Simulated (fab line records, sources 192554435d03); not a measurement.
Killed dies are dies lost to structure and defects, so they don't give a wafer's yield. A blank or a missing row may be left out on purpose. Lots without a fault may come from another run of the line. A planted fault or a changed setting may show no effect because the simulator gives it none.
Which tool did it? | flow n5_finfet | 9 lots, 27 wafers sampled, at 7 steps of a route of 1938

WHAT THE GAUGES READ, wafer by wafer
N5_DUMMY_GATE_CD_MEAS_15: target cd 25.8 nm.
lot  | measured    | on        | cd_nm (nm)
L583 | day 2 22:41 | cd_sem-01 | 25.11 25.10 24.54
L584 | day 3 05:34 | cd_sem-01 | 25.18 25.01 24.88
L586 | day 3 16:00 | cd_sem-01 | 25.08 24.64 25.15
L589 | day 4 09:44 | cd_sem-01 | 25.10 25.05 25.23
L592 | day 5 08:33 | cd_sem-01 | 24.85 25.04 24.62
L594 | day 5 20:26 | cd_sem-01 | 25.62 25.04 25.12
L597 | day 6 13:33 | cd_sem-02 | 24.82 24.94 25.48
L598 | day 6 21:46 | cd_sem-01 | 25.21 24.78 24.60
L599 | day 6 21:58 | cd_sem-01 | 25.22 25.03 25.03

N5_DUMMY_GATE_CD_MEAS_50: target cd 14 nm.
lot  | measured    | on        | cd_nm (nm)
L583 | day 2 23:11 | cd_sem-02 | 14.0 14.3 14.0
L584 | day 3 06:04 | cd_sem-03 | 14.3 14.2 14.1
L586 | day 3 16:35 | cd_sem-02 | 13.7 14.1 14.0
L589 | day 4 10:14 | cd_sem-03 | 14.2 14.5 14.3
L592 | day 5 09:04 | cd_sem-01 | 14.3 13.9 14.1
L594 | day 5 20:56 | cd_sem-01 | 14.3 14.6 13.9
L597 | day 6 14:10 | cd_sem-03 | 23.0 22.9 23.1
L598 | day 6 22:22 | cd_sem-02 | 23.0 22.5 23.4
L599 | day 6 22:41 | cd_sem-02 | 23.5 23.4 23.4

N5_DUMMY_GATE_CD_MEAS_24: target cd 15 nm.
lot  | measured    | on        | cd_nm (nm)
L583 | day 2 23:42 | cd_sem-02 | 14.9 14.9 14.7
L584 | day 3 06:34 | cd_sem-02 | 15.1 14.8 14.9
L586 | day 3 17:04 | cd_sem-02 | 15.0 14.8 14.9
L589 | day 4 10:49 | cd_sem-02 | 14.7 14.7 15.5
L592 | day 5 09:33 | cd_sem-01 | 15.0 15.0 15.6
L594 | day 5 21:26 | cd_sem-03 | 15.4 15.5 14.6
L597 | day 6 14:49 | cd_sem-01 | 24.2 24.3 24.0
L598 | day 6 22:52 | cd_sem-01 | 24.0 24.2 24.4
L599 | day 6 23:13 | cd_sem-02 | 24.5 24.0 24.4

N5_BEOL_M4_RC_MEAS_101.
lot  | measured     | on        | DIBL_N (mV/V)  | DIBL_P (mV/V)  | IOFF_N (nA/um) | IOFF_P (nA/um) | ION_N (uA/um) | ION_P (uA/um) | SS_N (mV/dec)  | SS_P (mV/dec)  | VT_N (mV)   | VT_P (mV)
L583 | day 8 22:11  | prober-01 | 36.4 35.7 37.5 | 35.6 34.2 36.3 | 0.15 0.14 0.17 | 0.21 0.19 0.22 | 671 664 675   | 461 460 457   | 70.7 70.1 71.0 | 73.6 73.3 73.7 | 249 251 250 | -249 -251 -250
L584 | day 9 01:53  | prober-02 | 35.0 35.1 36.2 | 34.2 34.4 36.1 | 0.11 0.12 0.13 | 0.14 0.14 0.16 | 661 658 669   | 445 444 453   | 72.1 71.0 71.8 | 72.7 72.9 73.5 | 258 254 252 | -259 -256 -258
L586 | day 10 10:39 | prober-02 | 38.1 36.1 35.0 | 37.8 36.1 33.9 | 0.20 0.16 0.15 | 0.23 0.20 0.17 | 685 676 665   | 463 459 453   | 71.4 71.4 71.7 | 73.6 73.3 72.9 | 241 251 251 | -249 -253 -254
L589 | day 11 01:13 | prober-01 | 37.8 38.2 36.1 | 38.5 39.4 37.7 | 0.18 0.19 0.16 | 0.21 0.23 0.21 | 682 678 677   | 457 459 466   | 72.4 72.5 71.5 | 73.8 73.5 73.6 | 249 249 248 | -252 -253 -252
L592 | day 12 13:13 | prober-02 | 33.7 35.4 32.5 | 33.8 35.8 33.3 | 0.13 0.15 0.12 | 0.17 0.20 0.17 | 657 668 651   | 458 461 450   | 71.4 71.9 71.5 | 72.4 73.1 72.8 | 254 248 256 | -252 -252 -252
L594 | day 13 04:21 | prober-02 | 33.7 33.0 34.4 | 31.6 31.3 33.1 | 0.12 0.12 0.13 | 0.15 0.15 0.17 | 657 653 658   | 449 451 456   | 70.3 70.8 70.9 | 73.2 72.9 73.0 | 254 254 253 | -255 -258 -253

WHICH TOOL RAN EACH LOT (tool, then ch and the chambers of the sampled wafers, then the start)
lot  | N5_STI_FIN_REVEAL_STRIP_24        | N5_DUMMY_GATE_ETCH_36             | N5_DUMMY_GATE_TRIM_49
L583 | rie_diel-06 ch 0,1,3, day 2 09:50 | rie_diel-03 ch 0,1,3, day 2 22:55 | rie_si-03 ch 2,3, day 2 23:02
L584 | rie_diel-04 ch 0,1,2, day 2 17:57 | rie_diel-02 ch 0,2, day 3 05:48   | rie_si-04 ch 0,1,2, day 3 05:55
L586 | rie_diel-04 ch 2,3, day 3 04:17   | rie_diel-02 ch 0,2,3, day 3 16:19 | rie_si-03 ch 2,3, day 3 16:26
L589 | rie_diel-06 ch 1,2,3, day 3 22:04 | rie_diel-05 ch 1,2,3, day 4 09:58 | rie_si-04 ch 0,2,3, day 4 10:05
L592 | rie_diel-06 ch 0,1,2, day 4 16:58 | rie_diel-03 ch 0,3, day 5 08:47   | rie_si-04 ch 1,2,3, day 5 08:55
L594 | rie_diel-01 ch 1,2,3, day 5 06:20 | rie_diel-02 ch 0,3, day 5 20:40   | rie_si-06 ch 0,1,3, day 5 20:47
L597 | rie_diel-01 ch 2,3, day 5 21:49   | rie_diel-03 ch 1,2, day 6 13:47   | rie_si-04 ch 0,1, day 6 13:55
L598 | rie_diel-06 ch 0,1,2, day 6 04:13 | rie_diel-05 ch 2,3, day 6 22:00   | rie_si-03 ch 0,1,2, day 6 22:07
L599 | rie_diel-06 ch 1,2,3, day 6 10:15 | rie_diel-02 ch 0,3, day 6 22:13   | rie_si-06 ch 0,1,2, day 6 22:20
- N5_STI_FIN_REVEAL_STRIP_24: strips in N2/H2, time 90 s.
- N5_DUMMY_GATE_ETCH_36: etches SiARC in CF4, target depth 13 nm.
- N5_DUMMY_GATE_TRIM_49: chemistry O2, time 29 s, target cd 14 nm.

WHAT THE TOOLS THEMSELVES READ (means of the sampled wafers that have a number; where no wafer has one, the mark that the record gives instead)
N5_STI_FIN_REVEAL_STRIP_24.
lot  | tool        | drypump_motor_current_A (A) | oes_product_au (a.u.) | rf_vpp_V (V) | showerhead_plenum_p_Torr (Torr) | throttle_valve_pct (%)
L583 | rie_diel-06 | 5.2                         | 0.79                  | 45.2         | 3.37                            | 12.01
L584 | rie_diel-04 | 6.1                         | 0.74                  | 45.7         | 3.45                            | 12.30
L586 | rie_diel-04 | 5.8                         | 0.75                  | 45.3         | 3.39                            | 12.22
L589 | rie_diel-06 | 5.4                         | 0.77                  | 45.3         | 3.38                            | 12.12
L592 | rie_diel-06 | 5.5                         | 0.77                  | 45.9         | 3.45                            | 12.10
L594 | rie_diel-01 | 5.5                         | 0.85                  | 45.2         | 3.50                            | 11.97
L597 | rie_diel-01 | 5.8                         | 0.87                  | 45.3         | 3.53                            | 11.83
L598 | rie_diel-06 | 5.5                         | 0.76                  | 45.4         | 3.44                            | 12.12
L599 | rie_diel-06 | 5.4                         | 0.76                  | 46.8         | 3.37                            | 12.18

N5_DUMMY_GATE_ETCH_36.
lot  | tool        | drypump_motor_current_A (A) | oes_product_au (a.u.) | rf_vpp_V (V) | showerhead_plenum_p_Torr (Torr) | throttle_valve_pct (%)
L583 | rie_diel-03 | 5.6                         | 0.79                  | 185.2        | 2.18                            | 15.47
L584 | rie_diel-02 | 5.2                         | 0.73                  | 184.6        | 2.21                            | 15.38
L586 | rie_diel-02 | 5.6                         | 0.74                  | 184.5        | 2.16                            | 15.49
L589 | rie_diel-05 | 5.3                         | 0.78                  | 183.9        | 2.18                            | 15.53
L592 | rie_diel-03 | 5.1                         | 0.82                  | 185.1        | 2.20                            | 15.44
L594 | rie_diel-02 | 5.3                         | 0.72                  | 184.2        | 2.16                            | 15.54
L597 | rie_diel-03 | 5.9                         | 0.68                  | 184.4        | 2.16                            | 15.52
L598 | rie_diel-05 | 5.4                         | 0.68                  | 183.6        | 2.09                            | 15.71
L599 | rie_diel-02 | 5.7                         | 0.73                  | 183.2        | 2.12                            | 15.64

N5_DUMMY_GATE_TRIM_49.
lot  | tool      | O2_flow_sccm (sccm) | drypump_motor_current_A (A) | oes_product_au (a.u.) | throttle_valve_pct (%)
L583 | rie_si-03 | 99.8                | 6.2                         | 1.002                 | 8.33
L584 | rie_si-04 | 100.1               | 6.2                         | 1.010                 | 8.31
L586 | rie_si-03 | 100.0               | 6.3                         | 0.982                 | 8.17
L589 | rie_si-04 | 100.2               | 6.0                         | 1.006                 | 8.30
L592 | rie_si-04 | 99.9                | 6.2                         | 1.006                 | 8.23
L594 | rie_si-06 | 100.0               | 6.0                         | 1.012                 | 8.00
L597 | rie_si-04 | -                   | -                           | -                     | -
L598 | rie_si-03 | -                   | -                           | -                     | -
L599 | rie_si-06 | -                   | -                           | -                     | -

THE ANSWER, worked out from the rows above alone
Rule: what is usual is taken from the lots themselves. Put in order of their means at a reading, lots are off if they are a third of the lots or fewer, leave a main group of 4 or more, and stand apart from it by a gap of 3 or more times the standard deviation of the main group's means; of several such gaps the widest counts. A main group whose means are all the same, to the digits that the tables above print for the reading, isn't used. A lot without any number at a reading at which 4 lots or more have one is off too. The other lots that the step has rows for count as sound. The gauges are gone through in route order, then the tools' own readings, and for those a lot's mean is taken as printed above. The first step at which some lot is off is used, and at that step the reading that is off furthest; a lot without a number counts as furthest.
Off: L597, L598, L599, at N5_DUMMY_GATE_CD_MEAS_50 (cd_nm). The main group: mean 14.2 nm, standard deviation 0.13.
A tool fits if, at a process step before that reading, it ran every lot that is off, and no sound lot after the first of them. The gauges at N5_DUMMY_GATE_CD_MEAS_50 aren't tried: what is off there is off at N5_DUMMY_GATE_TRIM_49 too, on other tools, and a gauge's error can't cause that. None of those tried fits.

WHAT THE SIMULATOR HAD PUT IN
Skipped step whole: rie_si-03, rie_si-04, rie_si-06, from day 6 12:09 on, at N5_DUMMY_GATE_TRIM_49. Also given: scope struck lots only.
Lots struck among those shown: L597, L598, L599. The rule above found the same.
